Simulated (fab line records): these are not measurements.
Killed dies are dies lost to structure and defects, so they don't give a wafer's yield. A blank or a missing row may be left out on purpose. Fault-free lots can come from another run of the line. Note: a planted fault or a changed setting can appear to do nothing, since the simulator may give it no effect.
fab line records + flow n5Finfet
record
- lots=6
- wafers=18
- lastDay=17
route steps=1938 shown BEOL_M1@812 BEOL_M4@1111 PASSIVATION@1936
lots that met no fault: from a run of the same line without faults
startH: start of the lot's first displayed wafer, in hours after the record's first day + waitH: how many hours have passed since the lot's step before this one + " same as the row above + L1.1+2: a single row standing in for several wafers + - no value present, or no start provided + * or withheld: withheld + < > ~ a bound
route shown NAME@n: a module of which the file shows steps, and the number in the route of the first + usual: mean/standard deviation taken from wafers without a fault + same: alike in all rows + chamber/n: place in a boat + sites: the reading at each site + _std_site: the values' standard deviation + _edge_site: outer sites' mean less inner sites' + radiusMm: how far each site lies from the wafer's centre + mask NAME#n: copy n + behind: the most recent tool/chamber to have shaped the wafer + hold: what put the lot on hold/how long, in hours/how the hold closed + device: the transistor (n, p or np) that didn't switch + end of line: tests of these same wafers at the route's end + a step given without rows: its recipe and nothing more + killed: at the first sort, the dies lost to defects and structure; wafer yield is something else + map: a wafer's dies, x killed, . not, _ none there
set.NAME: setting as actually run; set.NAME@STEP: the setting as run at that earlier step + model.NAME: the simulator's own value behind a step, which no gauge read
certain route steps with their lots: each step a table, each wafer a row
services: from which hour (startH, from the record's first day; less than 0 if before it) a tool's chamber was out of use, for how many hours, and why
## steps
# step N5_BEOL_M1_SURFACE_TREAT_85
# recipe
- gas=Ar
- timeS=*
- ionEnergyEv=*
- ionCurrentMaCm2=0.5
- pressureMtorr=*
- arFlowSccm=30
# step N5_BEOL_M1_CVD_47
# recipe
- material=Co
- targetThkA=30
- tempC=withheld
- precursor=CCTBA/H2
- pressureTorr=30
- timeS=223.8
# step N5_BEOL_M1_SPUTTER_48
# recipe
- material=Cu
- targetThkA=45
- tempC=-20
- chamberPressurePa=0.07
- powerW=withheld
- timeS=8.29
# step N5_BEOL_M1_ANNEAL_49
# recipe
- tempC=400
- timeS=240
- ambient=vacuum
# usual
- heaterPowerW=858/110
| lot.wafer | tool          | chamber | startH | waitH | heaterPowerW |
|-----------|---------------|---------|--------|-------|--------------|
| L463.1    | pvdSputter-03 | -       | 133.68 | 0.0   | 1057         |
| L463.2    | "             | -       | "      | "     | 884          |
| L463.4    | "             | -       | "      | "     | 796          |
| L464.3    | pvdSputter-01 | -       | 136.81 | 0.0   | 918          |
| L464.4    | "             | -       | "      | "     | 852          |
| L464.6    | "             | -       | "      | "     | 928          |
| L476.3    | pvdSputter-03 | -       | 213.91 | 0.0   | 1055         |
| L476.5    | "             | -       | "      | "     | 786          |
| L476.6    | "             | -       | "      | "     | 977          |
| L477.1    | pvdSputter-01 | -       | 218.78 | 0.0   | 903          |
| L477.3    | "             | -       | "      | "     | 656          |
| L477.6    | "             | -       | "      | "     | 668          |
| L478.2    | pvdSputter-01 | -       | 221.95 | 0.0   | 672          |
| L478.3    | "             | -       | "      | "     | 804          |
| L478.6    | "             | -       | "      | "     | 845          |
| L484.1    | pvdSputter-02 | -       | 256.34 | 0.0   | 800          |
| L484.4    | "             | -       | "      | "     | 945          |
| L484.5    | "             | -       | "      | "     | 1017         |
# step N5_BEOL_M1_SPUTTER_79
# recipe
- material=Cu
- targetThkA=45
- tempC=-20
- chamberPressurePa=0.07
- powerW=withheld
- timeS=8.29
# usual
- chamberPressurePa=0.07001/0.00014
- throttleValvePct=30.1/1.3
| lot.wafer | tool          | chamber | startH | waitH | chamberPressurePa | throttleValvePct |
|-----------|---------------|---------|--------|-------|-------------------|------------------|
| L463.1    | pvdSputter-03 | -       | 133.82 | 0.1   | 0.07025           | 29.4             |
| L463.2    | "             | -       | "      | "     | 0.07015           | 33.5             |
| L463.4    | "             | -       | "      | "     | 0.06976           | 31.8             |
| L464.3    | pvdSputter-01 | -       | 136.95 | 0.1   | 0.07016           | 31.0             |
| L464.4    | "             | -       | "      | "     | 0.0697            | 29.0             |
| L464.6    | "             | -       | "      | "     | 0.07031           | 30.9             |
| L476.3    | pvdSputter-03 | -       | 214.05 | 0.1   | 0.06998           | 29.5             |
| L476.5    | "             | -       | "      | "     | 0.06999           | 31.9             |
| L476.6    | "             | -       | "      | "     | 0.07003           | 30.1             |
| L477.1    | pvdSputter-01 | -       | 218.92 | 0.1   | 0.07              | 31.1             |
| L477.3    | "             | -       | "      | "     | 0.07027           | 29.1             |
| L477.6    | "             | -       | "      | "     | 0.07036           | 29.3             |
| L478.2    | pvdSputter-01 | -       | 222.09 | 0.1   | 0.06987           | 29.3             |
| L478.3    | "             | -       | "      | "     | 0.06988           | 29.1             |
| L478.6    | "             | -       | "      | "     | 0.07              | 28.9             |
| L484.1    | pvdSputter-02 | -       | 256.48 | 0.1   | 0.06997           | 30.5             |
| L484.4    | "             | -       | "      | "     | 0.07              | 31.5             |
| L484.5    | "             | -       | "      | "     | 0.06993           | 30.4             |
# step N5_BEOL_M1_ANNEAL_80
# recipe
- tempC=400
- timeS=240
- ambient=vacuum
# usual
- heaterPowerW=857/110
| lot.wafer | tool          | chamber | startH | waitH | heaterPowerW |
|-----------|---------------|---------|--------|-------|--------------|
| L463.1    | pvdSputter-03 | -       | 133.90 | 0.0   | 1042         |
| L463.2    | "             | -       | "      | "     | 895          |
| L463.4    | "             | -       | "      | "     | 805          |
| L464.3    | pvdSputter-01 | -       | 137.03 | 0.0   | 921          |
| L464.4    | "             | -       | "      | "     | 832          |
| L464.6    | "             | -       | "      | "     | 924          |
| L476.3    | pvdSputter-03 | -       | 214.13 | 0.0   | 1038         |
| L476.5    | "             | -       | "      | "     | 771          |
| L476.6    | "             | -       | "      | "     | 981          |
| L477.1    | pvdSputter-01 | -       | 219.00 | 0.0   | 904          |
| L477.3    | "             | -       | "      | "     | 671          |
| L477.6    | "             | -       | "      | "     | 665          |
| L478.2    | pvdSputter-01 | -       | 222.17 | 0.0   | 662          |
| L478.3    | "             | -       | "      | "     | 814          |
| L478.6    | "             | -       | "      | "     | 834          |
| L484.1    | pvdSputter-02 | -       | 256.56 | 0.0   | 813          |
| L484.4    | "             | -       | "      | "     | 900          |
| L484.5    | "             | -       | "      | "     | 1019         |
# step N5_BEOL_M1_SPUTTER_81
# recipe
- material=Cu
- targetThkA=45
- tempC=-20
- chamberPressurePa=0.07
- powerW=withheld
- timeS=8.29
# usual
- chamberPressurePa=0.06998/0.00014
- throttleValvePct=30.1/1.3
| lot.wafer | tool          | chamber | startH | waitH | chamberPressurePa | throttleValvePct |
|-----------|---------------|---------|--------|-------|-------------------|------------------|
| L463.1    | pvdSputter-03 | -       | 134.04 | 0.1   | 0.06982           | 29.3             |
| L463.2    | "             | -       | "      | "     | 0.06993           | 33.1             |
| L463.4    | "             | -       | "      | "     | 0.07011           | 31.8             |
| L464.3    | pvdSputter-01 | -       | 137.17 | 0.1   | 0.06984           | 31.1             |
| L464.4    | "             | -       | "      | "     | 0.07024           | 28.8             |
| L464.6    | "             | -       | "      | "     | 0.07026           | 31.1             |
| L476.3    | pvdSputter-03 | -       | 214.27 | 0.1   | 0.06987           | 29.5             |
| L476.5    | "             | -       | "      | "     | 0.07003           | 31.8             |
| L476.6    | "             | -       | "      | "     | 0.07014           | 29.8             |
| L477.1    | pvdSputter-01 | -       | 219.14 | 0.1   | 0.06985           | 31.1             |
| L477.3    | "             | -       | "      | "     | 0.07014           | 29.2             |
| L477.6    | "             | -       | "      | "     | 0.07012           | 29.2             |
| L478.2    | pvdSputter-01 | -       | 222.31 | 0.1   | 0.06988           | 29.0             |
| L478.3    | "             | -       | "      | "     | 0.06986           | 28.9             |
| L478.6    | "             | -       | "      | "     | 0.06988           | 28.8             |
| L484.1    | pvdSputter-02 | -       | 256.70 | 0.1   | 0.07012           | 30.5             |
| L484.4    | "             | -       | "      | "     | 0.06978           | 31.6             |
| L484.5    | "             | -       | "      | "     | 0.07009           | 30.3             |
# step N5_BEOL_M1_ANNEAL_82
# recipe
- tempC=400
- timeS=240
- ambient=vacuum
# step N5_BEOL_M1_SPUTTER_86
# recipe
- material=Cu
- targetThkA=45
- tempC=-20
- chamberPressurePa=0.07
- powerW=withheld
- timeS=8.29
# usual
- chamberPressurePa=0.07/0.00016
- throttleValvePct=30.1/1.3
| lot.wafer | tool          | chamber | startH | waitH | chamberPressurePa | throttleValvePct |
|-----------|---------------|---------|--------|-------|-------------------|------------------|
| L463.1    | pvdSputter-03 | -       | 134.26 | 0.1   | 0.07014           | 29.4             |
| L463.2    | "             | -       | "      | "     | 0.06991           | 33.1             |
| L463.4    | "             | -       | "      | "     | 0.06989           | 31.8             |
| L464.3    | pvdSputter-01 | -       | 137.39 | 0.1   | 0.07006           | 31.1             |
| L464.4    | "             | -       | "      | "     | 0.0701            | 28.8             |
| L464.6    | "             | -       | "      | "     | 0.06992           | 31.1             |
| L476.3    | pvdSputter-03 | -       | 214.49 | 0.1   | 0.07019           | 29.3             |
| L476.5    | "             | -       | "      | "     | 0.06983           | 31.7             |
| L476.6    | "             | -       | "      | "     | 0.06986           | 29.7             |
| L477.1    | pvdSputter-01 | -       | 219.36 | 0.1   | 0.0699            | 31.2             |
| L477.3    | "             | -       | "      | "     | 0.06995           | 29.3             |
| L477.6    | "             | -       | "      | "     | 0.06989           | 29.4             |
| L478.2    | pvdSputter-01 | -       | 222.53 | 0.1   | 0.07028           | 29.2             |
| L478.3    | "             | -       | "      | "     | 0.07006           | 29.1             |
| L478.6    | "             | -       | "      | "     | 0.07002           | 28.6             |
| L484.1    | pvdSputter-02 | -       | 256.92 | 0.1   | 0.07002           | 30.6             |
| L484.4    | "             | -       | "      | "     | 0.07002           | 31.4             |
| L484.5    | "             | -       | "      | "     | 0.07014           | 30.6             |
# step N5_BEOL_M1_ANNEAL_87
# recipe
- tempC=400
- timeS=240
- ambient=vacuum
# step N5_BEOL_M1_SPUTTER_88
# recipe
- material=Cu
- targetThkA=45
- tempC=-20
- chamberPressurePa=0.07
- powerW=withheld
- timeS=8.29
# step N5_BEOL_M1_ANNEAL_89
# recipe
- tempC=400
- timeS=240
- ambient=vacuum
# step N5_BEOL_M1_SPUTTER_90
# recipe
- material=Cu
- targetThkA=45
- tempC=-20
- chamberPressurePa=0.07
- powerW=withheld
- timeS=8.29
# usual
- chamberPressurePa=0.07002/0.00014
- throttleValvePct=30.1/1.3
| lot.wafer | tool          | chamber | startH | waitH | chamberPressurePa | throttleValvePct |
|-----------|---------------|---------|--------|-------|-------------------|------------------|
| L463.1    | pvdSputter-03 | -       | 134.70 | 0.1   | 0.07003           | 29.4             |
| L463.2    | "             | -       | "      | "     | 0.07004           | 33.1             |
| L463.4    | "             | -       | "      | "     | 0.06972           | 31.7             |
| L464.3    | pvdSputter-01 | -       | 137.83 | 0.1   | 0.07003           | 30.9             |
| L464.4    | "             | -       | "      | "     | 0.07005           | 28.6             |
| L464.6    | "             | -       | "      | "     | 0.06995           | 30.9             |
| L476.3    | pvdSputter-03 | -       | 214.93 | 0.1   | 0.07013           | 29.3             |
| L476.5    | "             | -       | "      | "     | 0.07004           | 31.9             |
| L476.6    | "             | -       | "      | "     | 0.07019           | 29.9             |
| L477.1    | pvdSputter-01 | -       | 219.80 | 0.1   | 0.07541           | 29.9             |
| L477.3    | "             | -       | "      | "     | 0.07531           | 28.3             |
| L477.6    | "             | -       | "      | "     | 0.07538           | 28.2             |
| L478.2    | pvdSputter-01 | -       | 222.97 | 0.1   | 0.07561           | 28.1             |
| L478.3    | "             | -       | "      | "     | 0.07556           | 27.8             |
| L478.6    | "             | -       | "      | "     | 0.0757            | 27.7             |
| L484.1    | pvdSputter-02 | -       | 257.36 | 0.1   | 0.06995           | 30.6             |
| L484.4    | "             | -       | "      | "     | 0.07012           | 31.5             |
| L484.5    | "             | -       | "      | "     | 0.06994           | 30.6             |
# step N5_BEOL_M1_ANNEAL_91
# recipe
- tempC=400
- timeS=240
- ambient=vacuum
# step N5_BEOL_M4_RC_MEAS_101
# usual
- DIBL_N=35.0/2.4
- DIBL_P=35.4/2.8
- IOFF_N=0.14/0.045
- IOFF_P=0.20/0.048
- ION_N=667/19
- ION_P=460/11
- SS_N=71.2/0.71
- SS_P=73.1/0.86
- VT_N=252/4.6
- VT_P=-251/3.4
| lot.wafer | tool      | chamber | startH | waitH | DIBL_N[mV/V] | DIBL_P[mV/V] | IOFF_N[nA/um] | IOFF_P[nA/um] | ION_N[uA/um] | ION_P[uA/um] | SS_N[mV/dec] | SS_P[mV/dec] | VT_N[mV] | VT_P[mV] |
|-----------|-----------|---------|--------|-------|--------------|--------------|---------------|---------------|--------------|--------------|--------------|--------------|----------|----------|
| L463.1    | prober-02 | 0       | 172.25 | 0.0   | 35.5         | 37.2         | 0.17          | 0.23          | 688          | 473          | 72.0         | 73.7         | 249      | -248     |
| L463.2    | "         | 0       | "      | "     | 35.8         | 37.8         | 0.16          | 0.23          | 670          | 460          | 71.2         | 73.2         | 253      | -247     |
| L463.4    | "         | 0       | "      | "     | 37.8         | 39.7         | 0.22          | 0.26          | 694          | 467          | 72.1         | 74.5         | 244      | -247     |
| L464.3    | prober-01 | 0       | 176.29 | 0.3   | 31.1         | 30.4         | 0.10          | 0.16          | 666          | 468          | 69.7         | 72.3         | 254      | -251     |
| L464.4    | "         | 0       | "      | "     | 36.8         | 37.2         | 0.19          | 0.26          | 697          | 485          | 71.6         | 74.0         | 248      | -245     |
| L464.6    | "         | 0       | "      | "     | 37.6         | 37.5         | 0.20          | 0.26          | 686          | 474          | 71.5         | 73.4         | 244      | -245     |
| L476.3    | prober-01 | 0       | 256.69 | 0.3   | 35.2         | 35.2         | 0.13          | 0.18          | 679          | 466          | 70.7         | 72.3         | 251      | -252     |
| L476.5    | "         | 0       | "      | "     | 32.5         | 32.6         | 0.11          | 0.15          | 666          | 463          | 70.6         | 72.1         | 254      | -255     |
| L476.6    | "         | 0       | "      | "     | 34.5         | 34.6         | 0.13          | 0.17          | 671          | 465          | 70.3         | 72.3         | 252      | -256     |
| L478.2    | prober-02 | 0       | 256.76 | 0.2   | 37.0         | 36.9         | 0.17          | 0.25          | 680          | 467          | 71.5         | 73.6         | 249      | -248     |
| L478.3    | "         | 0       | "      | "     | 34.7         | 34.6         | 0.13          | 0.21          | 660          | 462          | 71.1         | 73.1         | 252      | -247     |
| L478.6    | "         | 0       | "      | "     | 33.8         | 33.5         | 0.11          | 0.19          | 655          | 458          | 71.1         | 72.2         | 254      | -249     |
| L477.1    | prober-02 | 0       | 258.96 | 0.0   | 38.1         | 37.4         | 0.20          | 0.21          | 696          | 471          | 71.4         | 73.4         | 246      | -251     |
| L477.3    | "         | 0       | "      | "     | 37.3         | 36.2         | 0.16          | 0.20          | 662          | 454          | 71.0         | 73.3         | 251      | -250     |
| L477.6    | "         | 0       | "      | "     | 36.2         | 34.7         | 0.14          | 0.17          | 652          | 446          | 71.0         | 73.1         | 254      | -253     |
| L484.1    | prober-02 | 0       | 302.25 | 0.0   | 30.8         | 33.0         | 0.10          | 0.14          | 656          | 461          | 70.8         | 72.5         | 255      | -255     |
| L484.4    | "         | 0       | "      | "     | 34.7         | 37.7         | 0.15          | 0.20          | 674          | 461          | 71.4         | 73.3         | 248      | -251     |
| L484.5    | "         | 0       | "      | "     | 31.4         | 33.8         | 0.11          | 0.16          | 672          | 471          | 70.4         | 73.0         | 253      | -255     |
# step N5_PASSIVATION_PROBE_49
# usual
- defectLimitedYield=91.7/1.4
- killed_at_M0_to_M3=32/9.7
- killed_at_M4_up=14/5.5
- killedAtContacts=13/6.1
- killedAtFrontEnd=35/10
- killedAtOther=4.2/2.9
- killedDies=98/17
- killedOpen=63/12
- killedShort=32/7.7
- sort_bin_5_function=4.8/0.9
- sort_bin_6_memory=3.1/0.63
- sortNPass=1073/41
- sortYieldPct=91/3.5
# same
- grossDies=1180
- killedAtBackSide=0
- sort_bin_4_leakage[%]=0
- sort_bin_8_speed[%]=0
| lot.wafer | tool      | chamber | startH | waitH | defectLimitedYield[%] | killed_at_M0_to_M3 | killed_at_M4_up | killedAtContacts | killedAtFrontEnd | killedAtOther | killedDies | killedOpen | killedShort | sort_bin_5_function[%] | sort_bin_6_memory[%] | sortNPass | sortYieldPct[%] |
|-----------|-----------|---------|--------|-------|-----------------------|--------------------|-----------------|------------------|------------------|---------------|------------|------------|-------------|------------------------|----------------------|-----------|-----------------|
| L464.3    | prober-02 | -       | 276.39 | 0.1   | 92.7                  | 20                 | 17              | 7                | 33               | 9             | 86         | 55         | 31          | 4.2                    | 3.0                  | 1094      | 93              |
| L464.4    | prober-02 | -       | 276.44 | 0.2   | 92.0                  | 26                 | 13              | 8                | 43               | 4             | 94         | 61         | 29          | 4.3                    | 3.3                  | 1086      | 92              |
| L464.6    | prober-02 | -       | 276.54 | 0.3   | 90.3                  | 39                 | 15              | 18               | 36               | 7             | 115        | 72         | 41          | 6.1                    | 3.5                  | 1065      | 90              |
| L463.1    | prober-02 | -       | 279.08 | 0.0   | 90.6                  | 31                 | 11              | 18               | 46               | 5             | 111        | 72         | 36          | 4.7                    | 4.4                  | 1069      | 91              |
| L463.2    | prober-02 | -       | 279.13 | 0.1   | 91.4                  | 32                 | 7               | 23               | 36               | 3             | 101        | 67         | 32          | 5.3                    | 3.1                  | 1079      | 91              |
| L463.4    | prober-02 | -       | 279.23 | 0.2   | 91.1                  | 28                 | 10              | 12               | 54               | 1             | 105        | 69         | 26          | 4.9                    | 3.1                  | 1075      | 91              |
| L477.1    | prober-01 | -       | 371.14 | 0.0   | 93.8                  | 26                 | 12              | 17               | 16               | 2             | 73         | 45         | 26          | 3.4                    | 2.5                  | 1107      | 94              |
| L477.3    | prober-01 | -       | 371.24 | 0.1   | 93.6                  | 18                 | 10              | 14               | 32               | 1             | 75         | 52         | 23          | 3.6                    | 2.5                  | 1105      | 94              |
| L477.6    | prober-01 | -       | 371.39 | 0.3   | 92.5                  | 28                 | 15              | 22               | 21               | 2             | 88         | 64         | 23          | 4.3                    | 2.9                  | 1092      | 93              |
| L478.2    | prober-02 | -       | 372.03 | 0.1   | 93.9                  | 15                 | 17              | 10               | 29               | 1             | 72         | 44         | 25          | 3.6                    | 2.4                  | 1108      | 94              |
| L478.3    | prober-02 | -       | 372.08 | 0.2   | 92.7                  | 23                 | 14              | 8                | 36               | 5             | 86         | 45         | 35          | 3.9                    | 2.7                  | 1094      | 93              |
| L478.6    | prober-02 | -       | 372.23 | 0.3   | 89.9                  | 47                 | 21              | 12               | 39               | 0             | 119        | 72         | 36          | 5.6                    | 3.5                  | 1061      | 90              |
| L476.3    | prober-02 | -       | 373.72 | 0.1   | 92.6                  | 39                 | 20              | 6                | 18               | 4             | 87         | 68         | 19          | 4.4                    | 2.7                  | 1093      | 93              |
| L476.5    | prober-02 | -       | 373.82 | 0.2   | 91.4                  | 35                 | 20              | 12               | 32               | 2             | 101        | 67         | 29          | 5.4                    | 2.8                  | 1079      | 91              |
| L476.6    | prober-02 | -       | 373.87 | 0.3   | 90.9                  | 39                 | 15              | 14               | 36               | 3             | 107        | 65         | 42          | 5.1                    | 3.6                  | 1073      | 91              |
| L484.1    | prober-01 | -       | 414.77 | 0.0   | 90.9                  | 32                 | 20              | 21               | 31               | 3             | 107        | 70         | 32          | 5.2                    | 3.6                  | 1073      | 91              |
| L484.4    | prober-01 | -       | 414.92 | 0.2   | 90.8                  | 33                 | 14              | 13               | 43               | 5             | 108        | 71         | 33          | 5.3                    | 3.7                  | 1072      | 91              |
| L484.5    | prober-01 | -       | 414.97 | 0.2   | 88.4                  | 53                 | 12              | 27               | 41               | 4             | 137        | 85         | 46          | 6.5                    | 4.7                  | 1043      | 88              |
# killed by level:class
L464.3 BEOL_M4:geometricParticle:open=10 DUMMY_GATE:geometricParticle:open=6 BEOL_M3:geometricParticle:open=6 STI_FIN_REVEAL:geometricParticle:open=5 MOL_CONTACT_COAG:geometricParticle:open=5 MIM_TOP_ETCH:geometricParticle:short=5 DUMMY_GATE:geometricParticle:short=4 BEOL_M0_SAQP:geometricParticle:short=4
L464.4 STI_FIN_REVEAL:geometricParticle:open=14 BEOL_M4:geometricParticle:open=8 GATE_CUT:geometricParticle:short=7 MOL_CONTACT_COAG:geometricParticle:open=7 BEOL_M0_SAQP:geometricParticle:short=5 BEOL_M0_SAQP:geometricParticle:open=5 FIN_SAQP:geometricParticle:open=4 BEOL_M3:geometricParticle:open=4
L464.6 MOL_CONTACT_COAG:geometricParticle:open=15 FIN_SAQP:geometricParticle:short=14 BEOL_M0_SAQP:geometricParticle:open=9 BEOL_M1:geometricParticle:open=9 FIN_SAQP:geometricParticle:open=6 STI_FIN_REVEAL:geometricParticle:open=6 BEOL_M0_SAQP:geometricParticle:short=6 BEOL_M3:geometricParticle:open=6
L463.1 MOL_CONTACT_COAG:geometricParticle:open=15 STI_FIN_REVEAL:geometricParticle:open=14 BEOL_M0_SAQP:geometricParticle:short=11 BEOL_M3:geometricParticle:open=11 GATE_CUT:geometricParticle:short=7 GATE_CUT:geometricParticle:open=5 BEOL_M4:geometricParticle:open=5 DUMMY_GATE:geometricParticle:open=4
L463.2 MOL_CONTACT_COAG:geometricParticle:open=18 BEOL_M0_SAQP:geometricParticle:open=10 STI_FIN_REVEAL:geometricParticle:open=9 FIN_SAQP:geometricParticle:short=8 BEOL_M0_SAQP:geometricParticle:short=8 BEOL_M3:geometricParticle:open=7 FIN_SAQP:geometricParticle:open=6 MOL_CONTACT_COAG:geometricParticle:short=5
L463.4 STI_FIN_REVEAL:geometricParticle:open=12 MOL_CONTACT_COAG:geometricParticle:open=12 FIN_SAQP:geometricParticle:open=11 HKMG_FIN:areaEtch=8 BEOL_M0_SAQP:geometricParticle:open=7 BEOL_M0_SAQP:geometricParticle:short=7 BEOL_M3:geometricParticle:open=7 FIN_SAQP:geometricParticle:short=5
L477.1 MOL_CONTACT_COAG:geometricParticle:open=13 BEOL_M0_SAQP:geometricParticle:short=11 BEOL_M0_SAQP:geometricParticle:open=5 STI_FIN_REVEAL:geometricParticle:open=4 MOL_CONTACT_COAG:geometricParticle:short=4 BEOL_M3:geometricParticle:open=4 BEOL_M8:geometricParticle:open=3 STARTING-WAFER:geometricParticle:open=3
L477.3 MOL_CONTACT_COAG:geometricParticle:open=12 DUMMY_GATE:geometricParticle:open=7 FIN_SAQP:geometricParticle:open=5 BEOL_M0_SAQP:geometricParticle:short=5 STI_FIN_REVEAL:geometricParticle:open=4 DUMMY_GATE:geometricParticle:short=4 BEOL_M0_SAQP:geometricParticle:open=4 BEOL_M2:geometricParticle:open=4
L477.6 MOL_CONTACT_COAG:geometricParticle:open=17 BEOL_M2:geometricParticle:open=10 DUMMY_GATE:geometricParticle:open=7 BEOL_M4:geometricParticle:open=7 MOL_CONTACT_COAG:geometricParticle:short=5 BEOL_M0_SAQP:geometricParticle:short=5 BEOL_M5:geometricParticle:open=4 FIN_SAQP:geometricParticle:short=3
L478.2 BEOL_M4:geometricParticle:open=12 MOL_CONTACT_COAG:geometricParticle:open=7 FIN_SAQP:geometricParticle:short=6 FIN_SAQP:geometricParticle:open=5 GATE_CUT:geometricParticle:short=5 BEOL_M0_SAQP:geometricParticle:short=4 BEOL_M3:geometricParticle:open=4 GATE_CUT:geometricParticle:open=3
L478.3 MOL_CONTACT_COAG:geometricParticle:open=7 BEOL_M0_SAQP:geometricParticle:short=7 BEOL_M0_SAQP:geometricParticle:open=6 BEOL_M4:geometricParticle:open=6 STARTING-WAFER:geometricParticle:short=5 HKMG_FIN:areaEtch=5 FIN_SAQP:geometricParticle:open=4 DUMMY_GATE:geometricParticle:open=4
L478.6 BEOL_M3:geometricParticle:open=10 MOL_CONTACT_COAG:geometricParticle:open=9 BEOL_M0_SAQP:geometricParticle:short=9 HKMG_FIN:areaEtch=9 BEOL_M0_SAQP:geometricParticle:open=8 BEOL_M2:geometricParticle:open=8 FIN_SAQP:geometricParticle:short=5 BEOL_M5:geometricParticle:open=5
L476.3 BEOL_M4:geometricParticle:open=12 BEOL_M1:geometricParticle:open=11 BEOL_M3:geometricParticle:open=9 BEOL_M0_SAQP:geometricParticle:open=7 MOL_CONTACT_COAG:geometricParticle:open=6 BEOL_M3:geometricParticle:short=6 STI_FIN_REVEAL:geometricParticle:open=4 DUMMY_GATE:geometricParticle:open=3
L476.5 BEOL_M3:geometricParticle:open=12 MOL_CONTACT_COAG:geometricParticle:open=12 BEOL_M3:geometricParticle:short=10 BEOL_M4:geometricParticle:open=9 FIN_SAQP:geometricParticle:short=6 FIN_SAQP:geometricParticle:open=6 STI_FIN_REVEAL:geometricParticle:open=4 BEOL_M1:geometricParticle:open=4
L476.6 MOL_CONTACT_COAG:geometricParticle:open=12 STI_FIN_REVEAL:geometricParticle:open=10 BEOL_M3:geometricParticle:short=10 BEOL_M3:geometricParticle:open=8 BEOL_M1:geometricParticle:short=6 BEOL_M4:geometricParticle:open=6 BEOL_M1:geometricParticle:open=5 GATE_CUT:geometricParticle:short=4
L484.1 MOL_CONTACT_COAG:geometricParticle:open=18 BEOL_M3:geometricParticle:open=10 BEOL_M0_SAQP:geometricParticle:short=7 BEOL_M4:geometricParticle:open=5 STI_FIN_REVEAL:geometricParticle:open=4 ILD0:geometricParticle:open=4 BEOL_M2:geometricParticle:open=4 BEOL_M5:geometricParticle:open=4
L484.4 MOL_CONTACT_COAG:geometricParticle:open=12 FIN_SAQP:geometricParticle:open=10 FIN_SAQP:geometricParticle:short=7 DUMMY_GATE:geometricParticle:open=6 BEOL_M1:geometricParticle:short=6 BEOL_M2:geometricParticle:open=6 STI_FIN_REVEAL:geometricParticle:open=5 GATE_CUT:geometricParticle:open=5
L484.5 MOL_CONTACT_COAG:geometricParticle:open=20 BEOL_M0_SAQP:geometricParticle:open=12 GATE_CUT:geometricParticle:short=11 BEOL_M0_SAQP:geometricParticle:short=11 BEOL_M3:geometricParticle:open=11 MOL_CONTACT_COAG:geometricParticle:short=7 BEOL_M1:geometricParticle:open=6 BEOL_M2:geometricParticle:open=6
## services
| tool          | chamber | startH | hours | kind   |
|---------------|---------|--------|-------|--------|
| pvdSputter-01 | -       | 131.81 | 1.2   | repair |
## key
firstSign
- step=N5_BEOL_M1_SPUTTER_90
- reading=chamberPressurePa
- direction=up
- sigmas=39
- usual=0.07002
- struck=0.0755
effect none on later readings
metAt N5_BEOL_M1_SPUTTER_90
struckWafers L477.1,L477.3,L477.6,L478.2,L478.3,L478.6
onsetBetween 137.83 219.80
fault
- kind=processParameterDrift
- tool=pvdSputter-01
- chamber=-
- onsetH=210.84
- steps=N5_BEOL_M1_SPUTTER_90
- channel=chamberPressurePa
- offset=0.0054948
- shape=step
- endH=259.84
- actsIn=theseRecipesOnly
- stated=0.07
